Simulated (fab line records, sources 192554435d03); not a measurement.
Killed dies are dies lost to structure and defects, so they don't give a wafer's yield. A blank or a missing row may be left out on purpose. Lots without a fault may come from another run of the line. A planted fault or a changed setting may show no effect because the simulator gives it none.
fab line records | flow n5_finfet
record lots=24 wafers=72 last_day=17
route steps=1938 shown BEOL_M3@945
lots that met no fault: from a run of the same line without faults
start_h: hours from the record's first day to the start of the lot's first wafer shown | wait_h: hours since the lot's step before | " the same as in the row above | L1.1+2: a row that stands for several wafers | - no value, or no start given | * or withheld: withheld | < > ~ a bound
route shown NAME@n: a module of which the file shows steps, and the number in the route of the first | usual: mean/standard deviation of fault-free wafers | same: alike in all rows | chamber/n: place in a boat | sites: the reading at each site | _std_site: their standard deviation | _edge_site: outer sites' mean less inner sites' | radius_mm: how far each site lies from the wafer's centre | mask NAME#n: copy n | behind: the tool/chamber that last shaped the wafer | hold: why the lot was held/for how many hours/how that ended | device: the transistor (n, p or np) that didn't switch | end of line: the same wafers' tests at the end of the route | a step without rows: its recipe alone | killed: dies lost to structure and defects at the first sort, not the wafer's yield | map: a wafer's dies, x killed, . not, _ none there
set.NAME: the setting as run; set.NAME@STEP: as run at that earlier step | model.NAME: the simulator's own value behind a step, which no gauge read
steps of the route over a sample of lots; a table a step, a row a wafer
services: from which hour (start_h, from the record's first day; less than 0 if before it) a tool's chamber was out of use, for how many hours, and why
## steps
# step N5_BEOL_M3_OVL_MEAS_12
# recipe points_per_wafer=522
# usual M3_OVL=-0.2/0.7
# same points_per_wafer=522
# columns lot.wafer tool chamber start_h wait_h M3_OVL[nm]
L074.1 overlay-02 0 149.75 0.0 1.7
L074.2 " 0 " " 0.8
L074.5 " 0 " " 1.0
L075.1 overlay-02 0 155.64 0.0 -0.4
L075.2 " 0 " " -0.7
L075.3 " 0 " " -0.4
L076.1 overlay-02 0 157.14 0.0 -0.1
L076.2 " 0 " " -1.4
L076.4 " 0 " " -0.9
L077.2 overlay-02 0 160.95 0.0 -0.1
L077.3 " 0 " " 0.2
L077.5 " 0 " " 1.4
L078.2 overlay-01 0 162.45 0.0 -0.5
L078.3 " 0 " " -0.9
L078.6 " 0 " " -0.7
L079.1 overlay-02 0 165.66 0.0 -0.5
L079.4 " 0 " " -0.7
L079.6 " 0 " " 0.4
L080.4 overlay-02 0 176.27 0.0 -0.5
L080.5 " 0 " " 0.1
L080.6 " 0 " " 0.0
L081.3 overlay-01 0 192.75 0.0 -0.1
L081.4 " 0 " " -0.1
L081.5 " 0 " " -0.5
L082.1 overlay-01 0 193.13 0.0 -0.2
L082.2 " 0 " " -1.7
L082.6 " 0 " " -1.7
L083.2 overlay-02 0 195.95 0.0 -0.2
L083.4 " 0 " " 0.4
L083.6 " 0 " " -0.7
L084.1 overlay-02 0 196.57 0.0 0.6
L084.2 " 0 " " 0.8
L084.6 " 0 " " 0.6
L085.1 overlay-02 0 214.09 0.0 -0.4
L085.5 " 0 " " 0.6
L085.6 " 0 " " -0.1
L086.1 overlay-02 0 218.24 0.0 -0.7
L086.2 " 0 " " -1.4
L086.4 " 0 " " -0.6
L087.1 overlay-01 0 223.79 0.0 -0.4
L087.5 " 0 " " -0.1
L087.6 " 0 " " -0.8
L089.1 overlay-01 0 229.08 0.0 -1.5
L089.3 " 0 " " -1.7
L089.4 " 0 " " -0.7
L088.1 overlay-01 0 236.09 0.0 0.0
L088.4 " 0 " " 1.1
L088.5 " 0 " " -0.8
L090.3 overlay-01 0 238.38 0.0 -0.4
L090.5 " 0 " " -1.1
L090.6 " 0 " " -0.3
L091.1 overlay-02 0 246.72 0.0 -0.7
L091.4 " 0 " " 0.2
L091.5 " 0 " " -0.4
L092.2 overlay-01 0 252.90 0.0 0.7
L092.4 " 0 " " 0.8
L092.6 " 0 " " 0.7
L093.1 overlay-01 0 266.03 0.0 -0.9
L093.4 " 0 " " 0.2
L093.6 " 0 " " -0.6
L094.1 overlay-01 0 276.41 0.0 -0.4
L094.2 " 0 " " 1.6
L094.6 " 0 " " 1.1
L097.1 overlay-01 0 286.26 0.0 -0.3
L097.2 " 0 " " 0.0
L097.3 " 0 " " -0.6
L095.3 overlay-02 0 287.21 0.0 -0.8
L095.5 " 0 " " -0.6
L095.6 " 0 " " 0.1
L096.1 overlay-02 0 292.83 0.0 0.4
L096.4 " 0 " " -0.3
L096.6 " 0 " " -0.7
# step N5_BEOL_M3_STRIP_66
# recipe chemistry=CF4 resist=SiARC power_w=300 bias_power_w=75 pressure_mtorr=50 cf4_flow_sccm=150 rf_frequency_hz=6e+07
# usual drypump_motor_current_A=5.52/0.26 oes_product_au=0.78/0.081 rf_vpp_V=271.5/1.5 showerhead_plenum_p_Torr=1.80/0.051 throttle_valve_pct=13.52/0.27
# columns lot.wafer tool chamber start_h wait_h drypump_motor_current_A oes_product_au rf_hours_counter_h rf_vpp_V showerhead_plenum_p_Torr throttle_valve_pct
L074.1 rie_diel-06 3 150.05 0.0 5.89 0.86 59 273.1 1.88 13.13
L074.2 " 2 " " 5.44 0.72 171 273.0 1.87 13.47
L074.5 " 0 " " 5.80 0.70 - 270.5 1.79 13.89
L075.1 rie_diel-02 3 156.07 0.0 5.34 0.77 147 268.5 1.72 13.59
L075.2 " 2 " " 5.86 0.84 68 272.4 1.81 13.13
L075.3 " 1 " " 5.65 0.83 53 270.2 1.75 13.48
L076.1 rie_diel-02 3 157.70 0.0 5.33 0.76 147 268.1 1.72 13.58
L076.2 " 0 " " 5.11 0.69 226 271.3 1.83 13.68
L076.4 " 2 " " 5.82 0.83 69 273.3 1.81 13.12
L077.2 rie_diel-01 0 161.25 0.0 5.42 0.76 146 269.6 1.72 13.63
L077.3 " 1 " " 5.49 0.69 247 272.7 1.83 13.60
L077.5 " 3 " " 5.14 0.86 - 271.2 1.81 13.64
L078.2 rie_diel-01 0 162.74 0.0 5.40 0.76 146 270.3 1.73 13.63
L078.3 " 1 " " 5.47 0.69 247 272.8 1.83 13.60
L078.6 " 2 " " 5.69 0.68 - 271.6 1.84 14.10
L079.1 rie_diel-02 1 165.96 0.0 5.64 0.83 56 269.8 1.75 13.47
L079.4 " 2 " " 5.84 0.83 72 270.8 1.81 13.13
L079.6 " 1 " " 5.65 0.82 - 269.2 1.75 13.47
L080.4 rie_diel-02 3 176.55 0.0 5.34 0.76 153 269.7 1.72 13.58
L080.5 " 3 " " 5.36 0.77 - 268.4 1.72 13.59
L080.6 " 0 " " 5.11 0.68 - 272.3 1.83 13.71
L081.3 rie_diel-01 1 193.04 0.0 5.50 0.98 3 272.0 1.83 13.03
L081.4 " 2 " " 5.76 0.68 236 272.1 1.84 14.11
L081.5 " 2 " " 5.74 0.67 - 271.5 1.84 14.12
L082.1 rie_diel-02 3 193.43 0.0 5.33 0.76 159 269.1 1.72 13.62
L082.2 " 2 " " 5.82 0.82 81 270.3 1.81 13.16
L082.6 " 2 " " 5.81 0.83 - 273.1 1.81 13.15
L083.2 rie_diel-06 3 196.30 0.0 5.91 0.84 72 273.3 1.87 13.15
L083.4 " 2 " " 5.42 0.72 184 274.1 1.86 13.51
L083.6 " 1 " " 5.33 0.68 - 269.5 1.78 13.79
L084.1 rie_diel-02 2 197.10 0.0 5.82 0.82 82 272.5 1.81 13.17
L084.2 " 0 " " 5.11 0.68 239 271.0 1.82 13.72
L084.6 " 0 " " 5.11 0.69 - 273.4 1.82 13.73
L085.1 rie_diel-01 3 214.39 0.0 5.16 0.83 65 271.9 1.80 13.67
L085.5 " 0 " " 5.41 0.74 - 269.8 1.72 13.67
L085.6 " 1 " " 5.49 0.95 - 272.6 1.83 13.04
L086.1 rie_diel-06 0 218.54 0.0 5.79 0.69 240 271.3 1.79 13.93
L086.2 " 2 " " 5.42 0.71 191 272.6 1.86 13.53
L086.4 " 3 " " 5.90 0.83 79 272.6 1.87 13.17
L087.1 rie_diel-06 3 224.09 0.0 5.94 0.83 81 272.6 1.87 13.18
L087.5 " 2 " " 5.40 0.71 - 272.8 1.86 13.53
L087.6 " 3 " " 5.91 0.84 - 272.4 1.87 13.17
L089.1 rie_diel-02 0 229.54 0.0 5.13 0.67 249 272.3 1.82 13.74
L089.3 " 2 " " 5.85 0.81 92 271.3 1.81 13.17
L089.4 " 1 " " 5.64 0.81 77 270.3 1.74 13.54
L088.1 rie_diel-01 0 236.39 0.0 5.43 0.74 169 268.9 1.72 13.67
L088.4 " 3 " " 5.13 0.82 - 270.5 1.80 13.70
L088.5 " 1 " " 5.46 0.93 - 271.6 1.83 13.05
L090.3 rie_diel-06 3 238.66 0.0 5.91 0.83 85 275.4 1.87 13.16
L090.5 " 1 " " 5.30 0.67 - 271.4 1.77 13.84
L090.6 " 2 " " 5.38 0.70 - 271.4 1.86 13.54
L091.1 rie_diel-01 1 247.13 0.0 5.49 0.93 20 271.2 1.83 13.07
L091.4 " 1 " " 5.47 0.93 - 272.3 1.83 13.07
L091.5 " 3 " " 5.14 0.82 - 271.3 1.80 13.70
L092.2 rie_diel-02 0 253.19 0.0 5.11 0.94 1 272.5 1.82 13.16
L092.4 " 3 " " 5.34 0.74 177 267.9 1.71 13.65
L092.6 " 2 " " 5.82 0.80 - 272.2 1.80 13.20
L093.1 rie_diel-06 3 266.71 0.0 5.90 0.82 93 274.1 1.87 13.19
L093.4 " 2 " " 5.40 0.70 - 271.9 1.86 13.56
L093.6 " 2 " " 5.43 0.70 - 274.1 1.86 13.55
L094.1 rie_diel-06 3 276.82 0.0 5.90 0.81 96 274.3 1.87 13.21
L094.2 " 2 " " 5.41 0.70 208 273.1 1.86 13.56
L094.6 " 2 " " 5.38 0.70 - 271.7 1.86 13.57
L097.1 rie_diel-06 2 286.69 0.0 5.43 0.70 212 273.0 1.86 13.58
L097.2 " 0 " " 5.79 0.96 1 271.5 1.79 13.41
L097.3 " 3 " " 5.88 0.81 100 274.1 1.87 13.22
L095.3 rie_diel-06 3 287.63 0.0 5.91 0.81 101 273.2 1.87 13.22
L095.5 " 0 " " 5.80 0.95 - 270.8 1.79 13.38
L095.6 " 2 " " 5.41 0.70 - 272.7 1.86 13.58
L096.1 rie_diel-02 2 293.13 0.0 5.82 0.79 112 271.8 1.80 13.23
L096.4 " 3 " " 5.36 0.73 191 270.1 1.71 13.70
L096.6 " 1 " " 5.67 0.79 - 269.7 1.73 13.57
# step N5_BEOL_M3_STRIP_36
# recipe chemistry=N2/H2 power_w=450 temp_c=40 pressure_mtorr=20 rf_frequency_hz=6e+07 overash_fraction=0.3 bias_power_w=7 h2_frac=0.5 n2_flow_sccm=200 h2_flow_sccm=200
# usual drypump_motor_current_A=5.53/0.26 oes_product_au=0.79/0.085 rf_vpp_V=59.1/1.5 showerhead_plenum_p_Torr=2.55/0.08 throttle_valve_pct=23.5/0.32
# columns lot.wafer tool chamber start_h wait_h drypump_motor_current_A oes_product_au rf_hours_counter_h rf_vpp_V showerhead_plenum_p_Torr throttle_valve_pct
L074.1 rie_diel-02 1 153.30 0.0 5.67 0.83 53 59.5 2.48 23.6
L074.2 " 3 " " 5.33 0.76 146 59.5 2.43 23.6
L074.5 " 2 " " 5.84 0.86 - 56.6 2.58 22.9
L075.1 rie_diel-02 0 157.33 0.0 5.14 0.69 225 56.7 2.61 23.9
L075.2 " 1 " " 5.68 0.85 54 60.5 2.48 23.6
L075.3 " 2 " " 5.85 0.85 69 61.0 2.58 22.9
L076.1 rie_diel-01 3 160.60 0.0 5.15 0.86 48 60.4 2.57 23.5
L076.2 " 0 " " 5.42 0.77 146 57.9 2.43 23.7
L076.4 " 2 " " 5.79 0.70 227 58.9 2.60 23.9
L077.2 rie_diel-01 0 163.75 0.0 5.39 0.75 147 62.3 2.43 23.7
L077.3 " 1 " " 5.48 0.69 247 60.5 2.61 23.5
L077.5 " 2 " " 5.77 0.68 - 59.2 2.60 23.9
L078.2 rie_diel-06 3 164.15 0.0 5.87 0.86 63 59.3 2.68 23.1
L078.3 " 1 " " 5.31 0.70 209 60.2 2.51 23.7
L078.6 " 3 " " 5.90 0.87 - 60.5 2.68 23.1
L079.1 rie_diel-01 1 167.95 0.0 5.47 0.69 250 57.3 2.60 23.5
L079.4 " 3 " " 5.14 0.86 51 61.5 2.57 23.5
L079.6 " 1 " " 5.45 0.69 - 57.5 2.60 23.5
L080.4 rie_diel-02 3 182.56 0.0 5.35 0.75 155 58.2 2.43 23.6
L080.5 " 1 " " 5.65 0.83 - 57.1 2.47 23.6
L080.6 " 0 " " 5.12 0.68 - 59.1 2.61 23.9
L081.3 rie_diel-02 1 194.36 0.0 5.66 0.82 67 59.9 2.47 23.6
L081.4 " 2 " " 5.85 0.83 81 60.4 2.57 23.0
L081.5 " 1 " " 5.66 0.82 - 60.7 2.47 23.6
L082.1 rie_diel-06 1 195.14 0.0 5.32 0.68 220 56.9 2.51 23.7
L082.2 " 0 " " 5.76 0.69 232 58.2 2.51 23.9
L082.6 " 2 " " 5.46 0.72 - 61.0 2.64 23.8
L083.2 rie_diel-06 0 197.81 0.0 5.77 0.69 234 59.3 2.51 23.9
L083.4 " 3 " " 5.91 0.85 73 57.6 2.67 23.1
L083.6 " 2 " " 5.46 0.71 - 59.5 2.64 23.8
L084.1 rie_diel-01 0 206.03 0.0 5.43 0.75 162 60.3 2.43 23.7
L084.2 " 3 " " 5.14 0.85 63 62.1 2.57 23.5
L084.6 " 0 " " 5.43 0.75 - 58.9 2.43 23.7
L085.1 rie_diel-02 2 216.33 0.0 5.86 0.81 89 58.2 2.57 23.0
L085.5 " 2 " " 5.86 0.83 - 58.4 2.57 22.9
L085.6 " 3 " " 5.35 0.74 - 59.5 2.42 23.6
L086.1 rie_diel-02 1 223.17 0.0 5.65 0.82 76 58.0 2.47 23.6
L086.2 " 0 " " 5.11 0.67 247 58.8 2.60 24.0
L086.4 " 2 " " 5.82 0.82 91 61.3 2.57 23.0
L087.1 rie_diel-02 0 228.29 0.0 5.12 0.68 248 60.1 2.60 23.9
L087.5 " 1 " " 5.70 0.82 - 59.8 2.47 23.6
L087.6 " 0 " " 5.10 0.68 - 57.7 2.60 23.9
L089.1 rie_diel-06 3 231.61 0.0 5.91 0.85 83 58.3 2.67 23.1
L089.3 " 1 " " 5.31 0.66 231 58.5 2.50 23.8
L089.4 " 2 " " 5.43 0.72 195 61.5 2.64 23.8
L088.1 rie_diel-01 0 246.53 0.0 5.42 0.74 173 59.2 2.42 23.7
L088.4 " 0 " " 5.42 0.73 - 58.1 2.42 23.7
L088.5 " 3 " " 5.16 0.82 - 61.1 2.56 23.5
L090.3 rie_diel-02 2 246.74 0.0 5.83 0.82 - 58.6 2.56 23.0
L090.5 " 2 " " 5.85 0.81 - 60.8 2.56 23.0
L090.6 " 3 " " 5.32 0.74 - 59.6 2.42 23.6
L091.1 rie_diel-06 3 266.00 0.0 5.91 0.82 92 58.7 2.67 23.1
L091.4 " 3 " " 5.90 0.83 - 58.5 2.67 23.1
L091.5 " 3 " " 5.92 0.82 - 60.3 2.67 23.1
L092.2 rie_diel-01 0 266.29 0.0 5.44 0.71 180 57.2 2.42 23.7
L092.4 " 1 " " 5.48 0.94 28 60.6 2.59 23.1
L092.6 " 2 " " 5.75 0.99 - 61.1 2.59 23.6
L093.1 rie_diel-01 1 275.28 0.0 5.52 0.92 29 61.4 2.59 23.1
L093.4 " 2 " " 5.74 0.99 4 59.0 2.59 23.6
L093.6 " 3 " " 5.16 0.81 - 59.5 2.56 23.6
L094.1 rie_diel-02 1 282.53 0.0 5.68 0.80 92 55.6 2.46 23.6
L094.2 " 0 " " 5.13 0.92 11 58.1 2.60 23.6
L094.6 " 2 " " 5.85 0.81 - 58.4 2.56 23.0
L097.1 rie_diel-01 0 292.48 0.0 5.45 0.74 185 56.5 2.42 23.7
L097.2 " 3 " " 5.15 0.82 87 56.6 2.55 23.5
L097.3 " 1 " " 5.50 0.91 33 56.7 2.59 23.1
L095.3 rie_diel-06 2 294.89 0.0 5.42 0.70 214 61.4 2.63 23.8
L095.5 " 2 " " 5.42 0.71 - 57.7 2.63 23.8
L095.6 " 3 " " 5.91 0.83 - 61.5 2.66 23.1
L096.1 rie_diel-02 3 295.67 0.0 5.35 0.73 192 60.0 2.41 23.6
L096.4 " 2 " " 5.81 0.79 113 61.0 2.56 23.0
L096.6 " 3 " " 5.36 0.73 - 58.2 2.41 23.6
# step N5_BEOL_M3_ANNEAL_80
# recipe temp_c=400 time_s=240 ambient=vacuum
# usual heater_power_w=822/66
# columns lot.wafer tool chamber start_h wait_h heater_power_w
L074.1 pvd_sputter-03 - 155.51 0.0 768
L074.2 " - " " 950
L074.5 " - " " 938
L075.1 pvd_sputter-03 - 159.60 0.0 760
L075.2 " - " " 897
L075.3 " - " " 949
L076.1 pvd_sputter-03 - 162.46 0.0 873
L076.2 " - " " 955
L076.4 " - " " 913
L077.2 pvd_sputter-02 - 165.45 0.0 788
L077.3 " - " " 770
L077.5 " - " " 761
L078.2 pvd_sputter-03 - 165.64 0.0 876
L078.3 " - " " 774
L078.6 " - " " 932
L079.1 pvd_sputter-02 - 169.26 0.0 785
L079.4 " - " " 761
L079.6 " - " " 763
L080.4 pvd_sputter-02 - 184.24 0.0 758
L080.5 " - " " 766
L080.6 " - " " 861
L081.3 pvd_sputter-01 - 196.06 0.0 783
L081.4 " - " " 820
L081.5 " - " " 798
L082.1 pvd_sputter-02 - 196.87 0.0 753
L082.2 " - " " 763
L082.6 " - " " 869
L083.2 pvd_sputter-01 - 199.50 0.0 840
L083.4 " - " " 881
L083.6 " - " " 787
L084.1 pvd_sputter-03 - 207.84 0.0 922
L084.2 " - " " 949
L084.6 " - " " 764
L085.1 pvd_sputter-03 - 218.34 0.0 895
L085.5 " - " " 753
L085.6 " - " " 951
L086.1 pvd_sputter-02 - 226.56 0.0 756
L086.2 " - " " 753
L086.4 " - " " 777
L087.1 pvd_sputter-02 - 230.04 0.0 778
L087.5 " - " " 774
L087.6 " - " " 754
L089.1 pvd_sputter-01 - 233.07 0.0 779
L089.3 " - " " 764
L089.4 " - " " 830
L088.1 pvd_sputter-01 - 248.16 0.0 910
L088.4 " - " " 780
L088.5 " - " " 836
L090.3 pvd_sputter-02 - 250.22 0.0 771
L090.5 " - " " 900
L090.6 " - " " 753
L091.1 pvd_sputter-01 - 267.53 0.0 916
L091.4 " - " " 804
L091.5 " - " " 809
L092.2 pvd_sputter-02 - 267.97 0.0 771
L092.4 " - " " 755
L092.6 " - " " 771
L093.1 pvd_sputter-01 - 276.85 0.0 762
L093.4 " - " " 807
L093.6 " - " " 879
L094.1 pvd_sputter-02 - 284.17 0.0 775
L094.2 " - " " 750
L094.6 " - " " 746
L097.1 pvd_sputter-01 - 294.02 0.0 874
L097.2 " - " " 807
L097.3 " - " " 822
L095.3 pvd_sputter-02 - 296.93 0.0 778
L095.5 " - " " 886
L095.6 " - " " 752
L096.1 pvd_sputter-01 - 297.52 0.0 817
L096.4 " - " " 870
L096.6 " - " " 808
# step N5_BEOL_M3_SPUTTER_90
# recipe material=Cu target_thk_a=45 temp_c=-20 chamber_pressure_pa=0.07 power_w=withheld time_s=8.29
# usual chamber_pressure_pa=0.07002/0.00015 throttle_valve_pct=29.8/1
# columns lot.wafer tool chamber start_h wait_h chamber_pressure_pa throttle_valve_pct
L074.1 pvd_sputter-03 - 156.31 0.1 0.06956 32.0
L074.2 " - " " 0.07024 29.7
L074.5 " - " " 0.06984 29.8
L075.1 pvd_sputter-03 - 160.40 0.1 0.06999 31.9
L075.2 " - " " 0.06977 30.5
L075.3 " - " " 0.07001 29.7
L076.1 pvd_sputter-03 - 163.26 0.1 0.07022 30.7
L076.2 " - " " 0.06999 30.1
L076.4 " - " " 0.06993 29.8
L077.2 pvd_sputter-02 - 166.25 0.1 0.07017 30.8
L077.3 " - " " 0.0701 28.6
L077.5 " - " " 0.07014 30.5
L078.2 pvd_sputter-03 - 166.44 0.1 0.07016 30.8
L078.3 " - " " 0.07012 32.0
L078.6 " - " " 0.06982 29.8
L079.1 pvd_sputter-02 - 170.06 0.1 0.06998 27.9
L079.4 " - " " 0.07022 30.6
L079.6 " - " " 0.07003 30.6
L080.4 pvd_sputter-02 - 185.04 0.1 0.07026 30.6
L080.5 " - " " 0.06991 28.6
L080.6 " - " " 0.06999 28.9
L081.3 pvd_sputter-01 - 196.86 0.1 0.07008 29.6
L081.4 " - " " 0.07003 30.9
L081.5 " - " " 0.06983 30.4
L082.1 pvd_sputter-02 - 197.67 0.1 0.07015 30.5
L082.2 " - " " 0.07007 27.9
L082.6 " - " " 0.06989 28.9
L083.2 pvd_sputter-01 - 200.30 0.1 0.07025 30.5
L083.4 " - " " 0.0701 30.6
L083.6 " - " " 0.07002 30.1
L084.1 pvd_sputter-03 - 208.64 0.1 0.07019 30.1
L084.2 " - " " 0.07031 29.6
L084.6 " - " " 0.06996 32.1
L085.1 pvd_sputter-03 - 219.14 0.1 0.07011 30.6
L085.5 " - " " 0.07004 32.1
L085.6 " - " " 0.06968 29.8
L086.1 pvd_sputter-02 - 227.36 0.1 0.0699 28.5
L086.2 " - " " 0.07007 30.5
L086.4 " - " " 0.0699 28.0
L087.1 pvd_sputter-02 - 230.84 0.1 0.07009 27.9
L087.5 " - " " 0.06994 27.8
L087.6 " - " " 0.07006 30.5
L089.1 pvd_sputter-01 - 233.87 0.1 0.07 29.6
L089.3 " - " " 0.07018 29.9
L089.4 " - " " 0.07 30.5
L088.1 pvd_sputter-01 - 248.96 0.1 0.06995 30.5
L088.4 " - " " 0.06999 30.2
L088.5 " - " " 0.07017 30.8
L090.3 pvd_sputter-02 - 251.02 0.1 0.06991 28.9
L090.5 " - " " 0.06989 28.9
L090.6 " - " " 0.07003 28.8
L091.1 pvd_sputter-01 - 268.33 0.1 0.07011 30.4
L091.4 " - " " 0.07005 30.1
L091.5 " - " " 0.07014 30.5
L092.2 pvd_sputter-02 - 268.77 0.1 0.06994 27.8
L092.4 " - " " 0.07019 28.9
L092.6 " - " " 0.06992 28.1
L093.1 pvd_sputter-01 - 277.65 0.1 0.07005 29.4
L093.4 " - " " 0.06978 30.8
L093.6 " - " " 0.0699 30.2
L094.1 pvd_sputter-02 - 284.97 0.1 0.07021 27.9
L094.2 " - " " 0.06999 30.5
L094.6 " - " " 0.07002 30.3
L097.1 pvd_sputter-01 - 294.82 0.1 0.06987 30.1
L097.2 " - " " 0.06994 30.5
L097.3 " - " " 0.06992 30.3
L095.3 pvd_sputter-02 - 297.73 0.1 0.06995 28.0
L095.5 " - " " 0.07014 29.2
L095.6 " - " " 0.07018 28.1
L096.1 pvd_sputter-01 - 298.32 0.1 0.07002 30.7
L096.4 " - " " 0.06991 30.1
L096.6 " - " " 0.06996 30.3
# step N5_BEOL_M3_SPUTTER_96
# recipe material=Cu target_thk_a=45 temp_c=-20 chamber_pressure_pa=0.07 power_w=withheld time_s=8.29
# usual chamber_pressure_pa=0.07/0.00013 throttle_valve_pct=29.8/1
# columns lot.wafer tool chamber start_h wait_h chamber_pressure_pa throttle_valve_pct
L074.1 pvd_sputter-03 - 156.97 0.1 0.07008 31.8
L074.2 " - " " 0.06996 30.0
L074.5 " - " " 0.07005 30.1
L075.1 pvd_sputter-03 - 161.06 0.1 0.07 31.9
L075.2 " - " " 0.06998 31.0
L075.3 " - " " 0.0701 29.9
L076.1 pvd_sputter-03 - 163.92 0.1 0.06984 30.8
L076.2 " - " " 0.06971 29.9
L076.4 " - " " 0.07009 29.9
L077.2 pvd_sputter-02 - 166.91 0.1 0.06982 30.6
L077.3 " - " " 0.07021 28.8
L077.5 " - " " 0.07007 30.1
L078.2 pvd_sputter-03 - 167.10 0.1 0.07014 31.0
L078.3 " - " " 0.06995 32.1
L078.6 " - " " 0.06999 29.8
L079.1 pvd_sputter-02 - 170.72 0.1 0.06984 27.8
L079.4 " - " " 0.06989 30.6
L079.6 " - " " 0.06987 30.6
L080.4 pvd_sputter-02 - 185.70 0.1 0.06992 30.4
L080.5 " - " " 0.06991 28.8
L080.6 " - " " 0.07007 28.9
L081.3 pvd_sputter-01 - 197.52 0.1 0.06997 29.5
L081.4 " - " " 0.07021 30.7
L081.5 " - " " 0.06999 30.1
L082.1 pvd_sputter-02 - 198.33 0.1 0.07014 30.3
L082.2 " - " " 0.07001 28.1
L082.6 " - " " 0.06977 28.8
L083.2 pvd_sputter-01 - 200.96 0.1 0.07018 30.5
L083.4 " - " " 0.07004 30.2
L083.6 " - " " 0.06994 30.2
L084.1 pvd_sputter-03 - 209.30 0.1 0.07017 29.9
L084.2 " - " " 0.06997 29.8
L084.6 " - " " 0.07003 31.9
L085.1 pvd_sputter-03 - 219.80 0.1 0.07003 30.7
L085.5 " - " " 0.06996 32.1
L085.6 " - " " 0.07005 29.8
L086.1 pvd_sputter-02 - 228.02 0.1 0.07007 28.9
L086.2 " - " " 0.07006 30.9
L086.4 " - " " 0.06974 27.8
L087.1 pvd_sputter-02 - 231.50 0.1 0.07003 27.8
L087.5 " - " " 0.07013 27.8
L087.6 " - " " 0.07007 30.6
L089.1 pvd_sputter-01 - 234.53 0.1 0.07002 29.7
L089.3 " - " " 0.06991 30.1
L089.4 " - " " 0.06991 30.6
L088.1 pvd_sputter-01 - 249.62 0.1 0.06977 30.3
L088.4 " - " " 0.0699 30.4
L088.5 " - " " 0.07017 30.6
L090.3 pvd_sputter-02 - 251.68 0.1 0.06984 29.1
L090.5 " - " " 0.07 28.9
L090.6 " - " " 0.06986 28.8
L091.1 pvd_sputter-01 - 268.99 0.1 0.07012 30.7
L091.4 " - " " 0.06987 30.4
L091.5 " - " " 0.07008 30.7
L092.2 pvd_sputter-02 - 269.43 0.1 0.06984 28.1
L092.4 " - " " 0.07007 28.8
L092.6 " - " " 0.06993 27.9
L093.1 pvd_sputter-01 - 278.31 0.1 0.07 29.6
L093.4 " - " " 0.07002 30.8
L093.6 " - " " 0.06996 30.2
L094.1 pvd_sputter-02 - 285.63 0.1 0.07019 28.0
L094.2 " - " " 0.0698 30.4
L094.6 " - " " 0.07003 30.4
L097.1 pvd_sputter-01 - 295.48 0.1 0.07011 30.3
L097.2 " - " " 0.07015 30.8
L097.3 " - " " 0.07011 30.2
L095.3 pvd_sputter-02 - 298.39 0.1 0.06996 27.8
L095.5 " - " " 0.06989 29.1
L095.6 " - " " 0.07002 27.8
L096.1 pvd_sputter-01 - 298.98 0.1 0.07008 30.8
L096.4 " - " " 0.06991 30.2
L096.6 " - " " 0.0699 30.2
## services
# columns tool chamber start_h hours kind
pvd_sputter-02 - 126.57 5.3 repair
rie_diel-02 3 142.67 1.8 repair
rie_diel-01 2 164.28 2.8 repair
rie_diel-01 1 168.11 - clean
rie_diel-01 1 168.11 - consumable_replace:focus_ring
rie_diel-01 1 168.11 13.9 scheduled_down
rie_diel-01 1 168.11 13.9 vent_cycle
rie_diel-02 0 233.89 - clean
rie_diel-02 0 233.89 - consumable_replace:focus_ring
rie_diel-02 0 233.89 14.9 scheduled_down
rie_diel-02 0 233.89 14.9 vent_cycle
pvd_sputter-03 - 235.09 39.9 repair
rie_diel-01 2 235.33 5.0 repair
rie_diel-01 2 242.52 - clean
rie_diel-01 2 242.52 - consumable_replace:focus_ring
rie_diel-01 2 242.52 17.4 scheduled_down
rie_diel-01 2 242.52 17.4 vent_cycle
rie_diel-02 1 243.32 8.0 repair
rie_diel-06 0 260.74 - clean
rie_diel-06 0 260.74 - consumable_replace:focus_ring
rie_diel-06 0 260.74 22.9 scheduled_down
rie_diel-06 0 260.74 22.9 vent_cycle
## key
fault none
